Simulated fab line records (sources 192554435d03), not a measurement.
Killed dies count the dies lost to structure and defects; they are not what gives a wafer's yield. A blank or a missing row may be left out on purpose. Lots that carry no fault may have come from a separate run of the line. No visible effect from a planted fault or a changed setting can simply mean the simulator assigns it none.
Struck lot and sound lot, side by side | flow n5_finfet | 15 out of 1938 route steps
Sound: wafers L123.1, L123.5, L123.6. Struck: wafer L132.5 (left out: L132.3, a lot-mate that was not struck); the cause follows at the end.
Each step with rows lists, per side, the tool, then ch with its chambers, then its first start. Under that, the readings that differ: sound wafers | struck wafers | difference of the means | sigmas: that difference in standard deviations of wafers without a fault.
alike: readings whose means differ by less than 2 such deviations, and words and numbers that are the same on both sides. not compared: withheld readings, readings that some wafer has no value for, bounds like >300 that may hide the same value, and numbers for which the record gives no deviation and whose values overlap.
The two part at a step that has a row with sigmas, a row that says differs or no value, or rows on one side only. Numbers that have no deviation but don't overlap get no sigmas and don't part them. A reading that every wafer of one side lacks parts them only if that side has two wafers or more.

first, 1 step without rows for these wafers: N5_BEOL_M4_ETCH_41 (etches SiCN in CH3F/O2, target depth 29.9 nm, time 52.5 s).
N5_BEOL_M4_STRIP_97: strips in N2/H2, time 10 s.
  sound on rie_diel-01 ch 0,1,3; struck on rie_diel-03 ch 3
  reading                        | sound                | struck | difference | sigmas
  chamber_pressure_mTorr (mTorr) | 19.996 20.006 19.966 | 19.940 | -0.049     | -3
  throttle_valve_pct (%)         | 23.86 23.56 23.47    | 24.12  | +0.49      | +2
  alike: drypump_motor_current_A, oes_product_au, rf_vpp_V, showerhead_plenum_p_Torr
  not compared: rf_hours_counter_h
N5_BEOL_M4_OCD_MEAS_38:
  struck on ocd-01, day 12 02:29; sound on ocd-02, day 9 09:34
  alike: trench_depth_nm
then, 4 steps without rows for these wafers: N5_BEOL_M4_HM_STRIP_39 (strips TiN in peroxide tin strip, target depth 25 nm, time 158 s); N5_BEOL_M4_SRD_40 (time 30 s); N5_BEOL_M4_PRECLEAN_42 (cleans in residue remover, time 60 s); N5_BEOL_M4_SRD_43 (time 30 s).
N5_BEOL_M4_CD_MEAS_35: target cd 18 nm, target cd y 22.4 nm.
  struck on cd_sem-02, day 12 02:38; sound on cd_sem-03, day 9 09:43
  alike: cd_nm
N5_BEOL_M4_DEGAS_44: time 60 s.
  struck on pvd_sputter-03, day 12 03:12; sound on pvd_sputter-03, day 9 10:25
  alike: heater_power_w
N5_BEOL_M4_PRE_CLEAN_45: time 30 s.
  struck on pvd_sputter-03, day 12 03:14; sound on pvd_sputter-03, day 9 10:27
  alike: heater_power_w
N5_BEOL_M4_ALD_84: deposits TaN, pulse time 2 s, purge time 3 s, co reactant purge time 2 s.
  sound on ald_metal-01 ch 1,2,3, day 9 10:32; struck on ald_metal-01 ch 1, day 12 03:19
  alike: heater_power_outer_w, heater_power_w, precursor_vessel_pressure_torr
then, 1 step without rows for these wafers: N5_BEOL_M4_SURFACE_TREAT_85.
N5_BEOL_M4_CVD_47: deposits Co from CCTBA/H2, target thk 3 nm, time 223.8 s.
  sound on cvd_co-02 ch 0,1,2, day 9 11:05; struck on cvd_co-02 ch 0, day 12 03:40
  reading          | sound             | struck | difference | sigmas
  run_length_s (s) | 247.0 247.5 246.0 | 173.1  | -73.7      | -99 or more
N5_BEOL_M4_SPUTTER_48: material Cu, target thk 4.5 nm, time 8.29 s.
  struck on pvd_sputter-03, day 12 03:53; sound on pvd_sputter-02, day 9 13:13
  alike: substrate_temp_c, throttle_valve_pct
N5_BEOL_M4_RC_MEAS_101:
  sound on prober-02 ch 0, day 9 16:13; struck on prober-02 ch 0, day 12 07:04
  alike: DIBL_N, DIBL_P, IOFF_N, IOFF_P, ION_N, ION_P, SS_N, SS_P, VT_N, VT_P

## WHERE THEY PART
At N5_BEOL_M4_STRIP_97 first; at N5_BEOL_M4_CVD_47 last (within this record only). Later steps at which nothing parts them and some readings are alike: N5_BEOL_M4_SPUTTER_48, N5_BEOL_M4_RC_MEAS_101.

WHY: the cause the simulator had injected
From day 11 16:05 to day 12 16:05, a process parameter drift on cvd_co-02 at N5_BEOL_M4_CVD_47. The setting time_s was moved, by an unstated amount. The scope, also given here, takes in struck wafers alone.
